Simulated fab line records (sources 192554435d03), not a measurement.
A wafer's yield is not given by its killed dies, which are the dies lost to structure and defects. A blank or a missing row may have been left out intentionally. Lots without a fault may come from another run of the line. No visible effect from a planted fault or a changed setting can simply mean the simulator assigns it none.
Which of the tools did it?    flow n5-finfet    at 1 step of a route of 1938, 12 lots with 36 wafers sampled

## WHAT EACH GAUGE READ, for each wafer
N5_BEOL_M7_CD_MEAS_28: the cd target is 40 nm.
lot   measured      on         cd-nm (nm)
L075  day 9 03:07   cd-sem-03  40.29 40.49 39.85
L078  day 9 11:07   cd-sem-02  39.99 40.57 39.71
L079  day 9 20:56   cd-sem-03  40.01 40.26 40.04
L081  day 10 18:39  cd-sem-01  39.61 39.76 39.53
L083  day 11 19:22  cd-sem-03  39.77 40.03 39.78
L084  day 12 03:07  cd-sem-03  39.90 39.88 40.02
L088  day 12 09:05  cd-sem-02  39.95 40.25 40.00
L089  day 12 13:48  cd-sem-01  40.31 40.04 40.02
L091  day 13 14:48  cd-sem-03  39.85 40.08 40.17
L092  day 13 19:12  cd-sem-01  39.80 39.80 39.93
L096  day 14 18:47  cd-sem-01  40.12 39.87 39.79
L097  day 14 19:25  cd-sem-01  39.78 39.65 40.34

## WHAT TOOL EACH LOT RAN ON (gives the tool, then ch and the chambers of the sampled wafers, and finally the start)
Before these readings, the record contains no process step.

## THE ANSWER, worked out from the rows above alone
Rule: the lots themselves supply what counts as usual. Put in order of their means at a reading, lots are off if they are a third of the lots or fewer, leave a main group of 4 or more, and stand apart from it by a gap of 3 or more times the standard deviation of the main group's means; of several such gaps the widest counts. A main group whose means are all the same, to the digits that the tables above print for the reading, isn't used. Also off: a lot with no number at a reading for which 4 or more lots have one. The other lots that the step has rows for count as sound.
No lot is off at any reading shown: from this, nothing can be told.

## WHAT THE SIMULATOR PUT IN
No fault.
